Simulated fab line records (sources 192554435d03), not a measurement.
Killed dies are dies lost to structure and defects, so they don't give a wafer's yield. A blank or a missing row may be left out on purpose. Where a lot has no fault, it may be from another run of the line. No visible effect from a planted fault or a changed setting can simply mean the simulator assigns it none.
Matching of chambers    flow n5-finfet    N5_BEOL_M13_DESCUM_15 on rie-diel-05: 4 sister chambers
The step chemistry O2, time 7.9 s. 16 wafers are shown with their chamber, then 7 later ones without.

== WAFERS WITH THEIR CHAMBER ==
wafer   chamber  drypump-motor-current-A (A)  showerhead-plenum-p-Torr (Torr)  oes-product-au (a.u.)
L901.1  0        6.2                          2.07                             0.72
L901.2  2        6.0                          2.15                             0.69
L901.3  3        5.6                          2.04                             0.89
L902.1  0        6.2                          2.07                             0.72
L902.5  0        6.2                          2.07                             0.72
L902.6  1        5.2                          2.04                             0.86
L905.3  2        6.0                          2.15                             0.69
L905.4  0        6.2                          2.07                             0.71
L905.6  3        5.6                          2.04                             0.88
L908.4  3        5.6                          2.03                             0.86
L908.6  1        5.2                          2.03                             0.84
L916.1  1        5.2                          2.03                             0.81
L916.2  3        5.6                          2.03                             0.85
L916.4  0        6.1                          2.07                             0.69
L917.1  0        6.2                          2.06                             0.69
L917.2  1        5.2                          2.03                             0.81

SIGNATURES (means of the wafers above)
reading                   chamber 0  chamber 1  chamber 2  chamber 3  scatter within a chamber
drypump-motor-current-A   6.183      5.200      6.000      5.600      0.0264
showerhead-plenum-p-Torr  2.0683     2.0325     2.1500     2.0350     0.00464
oes-product-au            0.7083     0.8300     0.6900     0.8700     0.018
Rule: distance of a wafer from a chamber = root of the sum over the readings of ((wafer's reading minus chamber's mean) / reading's scatter) squared. If the next closest chamber is less than 2 further off than the closest, the wafer can't be placed; otherwise it belongs to the closest. How the scatter is found: for the shown wafers, subtract from each reading the mean of its chamber, square and add these, divide the total by (wafers less chambers), then take the root.

== WAFERS WHOSE CHAMBER IS MISSING ==
wafer   drypump-motor-current-A (A)  showerhead-plenum-p-Torr (Torr)  oes-product-au (a.u.)
L917.3  6.1                          2.06                             0.69
L920.3  6.0                          2.14                             0.95
L920.4  5.6                          2.03                             0.84
L920.6  5.2                          2.02                             0.80
L923.1  5.2                          2.02                             0.80
L923.2  5.5                          2.03                             0.84
L923.5  6.0                          2.14                             0.93

== WHICH CHAMBER EACH ONE RAN IN ==
wafer   from the rows above  in truth
L917.3  0                    0
L920.3  2                    2
L920.4  3                    3
L920.6  1                    1
L923.1  1                    1
L923.2  3                    3
L923.5  2                    2
7 of 7 placed correctly. Left unplaced by these rows: 0. Wrongly placed: 0.
